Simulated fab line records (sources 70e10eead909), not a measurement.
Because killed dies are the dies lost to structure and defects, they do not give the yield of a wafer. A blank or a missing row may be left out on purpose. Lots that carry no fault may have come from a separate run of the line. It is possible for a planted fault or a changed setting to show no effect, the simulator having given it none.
Matching of chambers || flow nand harc || NHARC_A_STAIRCASE_TRIM_12 on rie diel-04 has 4 sister chambers
The step chemistry O2, time 211.2 s. 18 wafers are shown with their chamber, then 9 later ones without.

## WAFERS WITH THEIR CHAMBER
{"wafer": "L076.2", "chamber": 1, "drypump motor current A (A)": 6.2, "showerhead plenum p Torr (Torr)": 3.41, "rf vpp V (V)": 56.4}
{"wafer": "L076.3", "chamber": 2, "drypump motor current A (A)": 5.7, "showerhead plenum p Torr (Torr)": 3.46, "rf vpp V (V)": 57.3}
{"wafer": "L076.5", "chamber": 1, "drypump motor current A (A)": 6.2, "showerhead plenum p Torr (Torr)": 3.41, "rf vpp V (V)": 58.5}
{"wafer": "L077.1", "chamber": 0, "drypump motor current A (A)": 5.0, "showerhead plenum p Torr (Torr)": 3.33, "rf vpp V (V)": 59.3}
{"wafer": "L077.3", "chamber": 3, "drypump motor current A (A)": 5.3, "showerhead plenum p Torr (Torr)": 3.66, "rf vpp V (V)": 57.5}
{"wafer": "L077.5", "chamber": 0, "drypump motor current A (A)": 5.0, "showerhead plenum p Torr (Torr)": 3.33, "rf vpp V (V)": 58.5}
{"wafer": "L081.4", "chamber": 3, "drypump motor current A (A)": 5.3, "showerhead plenum p Torr (Torr)": 3.66, "rf vpp V (V)": 56.5}
{"wafer": "L081.5", "chamber": 1, "drypump motor current A (A)": 6.1, "showerhead plenum p Torr (Torr)": 3.40, "rf vpp V (V)": 56.9}
{"wafer": "L081.6", "chamber": 2, "drypump motor current A (A)": 5.7, "showerhead plenum p Torr (Torr)": 3.45, "rf vpp V (V)": 58.7}
{"wafer": "L087.2", "chamber": 1, "drypump motor current A (A)": 6.2, "showerhead plenum p Torr (Torr)": 3.40, "rf vpp V (V)": 57.2}
{"wafer": "L087.3", "chamber": 3, "drypump motor current A (A)": 5.3, "showerhead plenum p Torr (Torr)": 3.65, "rf vpp V (V)": 58.7}
{"wafer": "L087.5", "chamber": 1, "drypump motor current A (A)": 6.2, "showerhead plenum p Torr (Torr)": 3.40, "rf vpp V (V)": 58.2}
{"wafer": "L084.2", "chamber": 3, "drypump motor current A (A)": 5.3, "showerhead plenum p Torr (Torr)": 3.65, "rf vpp V (V)": 59.1}
{"wafer": "L084.3", "chamber": 0, "drypump motor current A (A)": 5.0, "showerhead plenum p Torr (Torr)": 3.32, "rf vpp V (V)": 59.0}
{"wafer": "L084.4", "chamber": 1, "drypump motor current A (A)": 6.2, "showerhead plenum p Torr (Torr)": 3.40, "rf vpp V (V)": 56.8}
{"wafer": "L094.1", "chamber": 1, "drypump motor current A (A)": 6.2, "showerhead plenum p Torr (Torr)": 3.39, "rf vpp V (V)": 57.4}
{"wafer": "L094.3", "chamber": 2, "drypump motor current A (A)": 5.7, "showerhead plenum p Torr (Torr)": 3.44, "rf vpp V (V)": 58.5}
{"wafer": "L094.5", "chamber": 1, "drypump motor current A (A)": 6.2, "showerhead plenum p Torr (Torr)": 3.39, "rf vpp V (V)": 56.8}

SIGNATURES (averages over the wafers above)
{"reading": "drypump motor current A", "chamber 0": 5.000, "chamber 1": 6.188, "chamber 2": 5.700, "chamber 3": 5.300, "scatter within a chamber": 0.025}
{"reading": "showerhead plenum p Torr", "chamber 0": 3.3267, "chamber 1": 3.4000, "chamber 2": 3.4500, "chamber 3": 3.6550, "scatter within a chamber": 0.0074}
{"reading": "rf vpp V", "chamber 0": 58.933, "chamber 1": 57.275, "chamber 2": 58.167, "chamber 3": 57.950, "scatter within a chamber": 0.819}
Rule: a wafer lies at a distance from a chamber equal to the root of the sum of squares, over the readings, of (its reading less the chamber's mean, divided by the reading's scatter). The wafer belongs to the nearest chamber; if the next one is less than 2 further off, it can't be placed. The scatter: take each reading less its chamber's mean, square it, sum over the shown wafers, divide by the number of wafers less the number of chambers, and take the root.

## WAFERS WHOSE CHAMBER IS MISSING
{"wafer": "L092.1", "drypump motor current A (A)": 5.1, "showerhead plenum p Torr (Torr)": 3.31, "rf vpp V (V)": 57.9}
{"wafer": "L092.2", "drypump motor current A (A)": 5.7, "showerhead plenum p Torr (Torr)": 3.44, "rf vpp V (V)": 58.5}
{"wafer": "L092.6", "drypump motor current A (A)": 5.0, "showerhead plenum p Torr (Torr)": 3.31, "rf vpp V (V)": 58.8}
{"wafer": "L096.1", "drypump motor current A (A)": 5.3, "showerhead plenum p Torr (Torr)": 3.64, "rf vpp V (V)": 58.8}
{"wafer": "L096.3", "drypump motor current A (A)": 5.0, "showerhead plenum p Torr (Torr)": 3.31, "rf vpp V (V)": 57.1}
{"wafer": "L096.4", "drypump motor current A (A)": 5.3, "showerhead plenum p Torr (Torr)": 3.64, "rf vpp V (V)": 58.1}
{"wafer": "L095.2", "drypump motor current A (A)": 5.3, "showerhead plenum p Torr (Torr)": 3.64, "rf vpp V (V)": 59.6}
{"wafer": "L095.3", "drypump motor current A (A)": 5.7, "showerhead plenum p Torr (Torr)": 3.44, "rf vpp V (V)": 58.5}
{"wafer": "L095.4", "drypump motor current A (A)": 6.2, "showerhead plenum p Torr (Torr)": 3.39, "rf vpp V (V)": 57.5}

## WHICH CHAMBER EACH ONE RAN IN
{"wafer": "L092.1", "from the rows above": 0, "in truth": 0}
{"wafer": "L092.2", "from the rows above": 2, "in truth": 2}
{"wafer": "L092.6", "from the rows above": 0, "in truth": 0}
{"wafer": "L096.1", "from the rows above": 3, "in truth": 3}
{"wafer": "L096.3", "from the rows above": 0, "in truth": 0}
{"wafer": "L096.4", "from the rows above": 3, "in truth": 3}
{"wafer": "L095.2", "from the rows above": 3, "in truth": 3}
{"wafer": "L095.3", "from the rows above": 2, "in truth": 2}
{"wafer": "L095.4", "from the rows above": 1, "in truth": 1}
Correct placement for 9 of the 9. From these rows, 0 cannot be placed. 0 placed wrongly.
